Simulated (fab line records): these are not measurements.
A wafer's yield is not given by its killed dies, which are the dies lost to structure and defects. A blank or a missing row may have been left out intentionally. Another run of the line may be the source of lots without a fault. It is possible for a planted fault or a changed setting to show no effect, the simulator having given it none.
Split-lot experiment ; flow n5 finfet ; 21 wafers read across 7 lots, on a route 1938 steps long

## SPLIT DETAILS
At N5_BEOL_M15_SPUTTER_44 (material Ta, target thk 15 nm, time 24.19 s), the setting power w was moved away from the recipe's 15000 W on 9 of the 21 wafers read, by -12.8% to +13.5%. This setting was run at the recipe's value on the other wafers.

The split's own step is where the reading is taken.

## THE READING
Ta_of_BEOL_M15_SPUTTER_44.thk nm (the simulator's own value, which no gauge read), in nm, at N5_BEOL_M15_SPUTTER_44 (material Ta, target thk 15 nm, time 24.19 s). The file gives no usual value for it. The 12 wafers here that ran the recipe average 15.0 nm, standard deviation 0.2 nm.

wafer;tool, chamber at the split;power w as run, W;against the recipe;Ta_of_BEOL_M15_SPUTTER_44.thk nm, nm;against lot-mates on the recipe
L075.4;pvd sputter-03, -;15000;recipe;15;-
L075.6;pvd sputter-03, -;15000;recipe;15;-
L075.5;pvd sputter-03, -;15000;recipe;15.2;-
L076.2;pvd sputter-01, -;16500;+10.0%;16.4;+1.4
L076.3;pvd sputter-01, -;15000;recipe;15;-
L076.5;pvd sputter-01, -;16500;+10.0%;16.8;+1.8
L077.2;pvd sputter-03, -;15000;recipe;15;-
L077.3;pvd sputter-03, -;15000;recipe;15;-
L077.6;pvd sputter-03, -;15000;recipe;15;-
L080.2;pvd sputter-02, -;13860;-7.6%;13.8;-1.3
L080.3;pvd sputter-02, -;15000;recipe;15.2;-
L080.5;pvd sputter-02, -;15000;recipe;15;-
L087.1;pvd sputter-03, -;15990;+6.6%;16;+1.0
L087.3;pvd sputter-03, -;15990;+6.6%;16;+1.0
L087.4;pvd sputter-03, -;15000;recipe;15;-
L092.4;pvd sputter-03, -;17020;+13.5%;17.2;+2.0
L092.5;pvd sputter-03, -;17020;+13.5%;17.4;+2.2
L092.6;pvd sputter-03, -;15000;recipe;15.2;-
L097.1;pvd sputter-02, -;13080;-12.8%;12.8;-1.6
L097.6;pvd sputter-02, -;13080;-12.8%;12.8;-1.6
L097.4;pvd sputter-02, -;15000;recipe;14.4;-

THE FIT
A straight line over all 21 wafers: Ta_of_BEOL_M15_SPUTTER_44.thk nm changes by +0.167 nm for each +1% of power w; r = +0.99; the points scatter about the line by 0.18 nm.
The same after taking each lot's own level away (the mean of its wafers on the recipe; 21 wafers): +0.146 nm for each +1%; r = +0.99; scatter 0.14 nm.
On that fit, the largest move of power w shifts the reading by 2 nm.
Measured against the standard deviation above, the lots' own levels, which go from 14.40 to 15.20 nm, span 4.0 times it.
Hence the slope depends on the lot-to-lot level, as the two fits are not the same.
Check: +2.02 nm against its lot-mates is what the line predicts for one of the wafers moved furthest among these (+13.5%) when that wafer is left out of the fit. It came out at +2 nm against them.

## THESE WAFERS: OTHER SPLITS
Other splits were also applied to these wafers ahead of the reading. Each is held against what the fit with the lots' levels taken away leaves over:
other split on the same wafers;wafers away from the commonest value;r with Ta_of_BEOL_M15_SPUTTER_44.thk nm (lot level and that fit taken away)
N5_BEOL_M11_ALD_74 ald cycles;5;-0.24
N5_BEOL_M12_SPUTTER_44 time s;11;+0.10
N5_BEOL_M14_PEB_08 peb time s;12;+0.41
N5_BEOL_M14_ETCH_59 time s;5;-0.02
N5_BEOL_M14_SPUTTER_43 power w;7;+0.16
N5_BEOL_M15_TRENCH_ETCH_34 time s;4;-0.09

## THE FILE'S OWN FIT
Ta_of_BEOL_M15_SPUTTER_44.thk nm changes by +0.149 nm for each +1% of power w, r = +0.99.
